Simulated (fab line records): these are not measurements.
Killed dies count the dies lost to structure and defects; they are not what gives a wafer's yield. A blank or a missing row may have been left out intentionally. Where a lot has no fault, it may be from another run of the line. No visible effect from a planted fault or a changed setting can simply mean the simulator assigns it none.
Matching of chambers -- flow n5Finfet -- N5_BEOL_M0_SAQP_MANDREL_ETCH_103 on rieSi-02: 4 sister chambers
The step etches a-Si in HBr/Cl2, stops on SiCN, target depth 45 nm, bt time 10 s, time 27 s. 8 wafers are shown with their chamber, then 11 later ones without.

## EACH WAFER AND ITS CHAMBER
wafer,chamber,drypumpMotorCurrentA (A),throttleValvePct (%)
L077.5,0,5.3,35.33
L080.2,1,5.7,35.03
L082.5,0,5.3,35.30
L082.6,1,5.8,34.99
L088.2,2,5.7,35.09
L088.4,3,5.6,35.57
L088.5,2,5.7,35.09
L092.2,3,5.6,35.56

## WAFERS MISSING THEIR CHAMBER
wafer,drypumpMotorCurrentA (A),throttleValvePct (%)
L092.3,5.8,35.03
L092.6,5.7,35.05
L094.1,5.3,35.26
L094.5,5.3,35.26
L094.6,5.8,35.01
L095.1,5.8,35.01
L095.4,5.6,35.57
L095.5,5.7,35.06
L096.1,5.3,35.27
L096.2,5.7,35.03
L096.5,5.3,35.23

## WHICH CHAMBER EACH WENT THROUGH
wafer,from the rows above,in truth
L092.3,1,1
L092.6,can't be placed: 2 or 1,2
L094.1,0,0
L094.5,0,0
L094.6,1,1
L095.1,1,1
L095.4,3,3
L095.5,can't be placed: 2 or 1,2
L096.1,0,0
L096.2,can't be placed: 1 or 2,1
L096.5,0,0
Correct placement for 8 of the 11. Not placeable from these rows: 3 (in 3, the candidates include the true chamber). Placed wrongly: 0.
How it was worked out, from the rows above alone: a wafer's distance from a chamber is the root of the sum, over the readings, of the square of ((its reading less the chamber's mean) divided by the reading's scatter). If the next closest chamber is less than 2 further off than the closest, the wafer can't be placed; otherwise it belongs to the closest. A chamber's mean is the mean of its shown wafers. How the scatter is found: for the shown wafers, subtract from each reading the mean of its chamber, square and add these, divide the total by (wafers less chambers), then take the root.
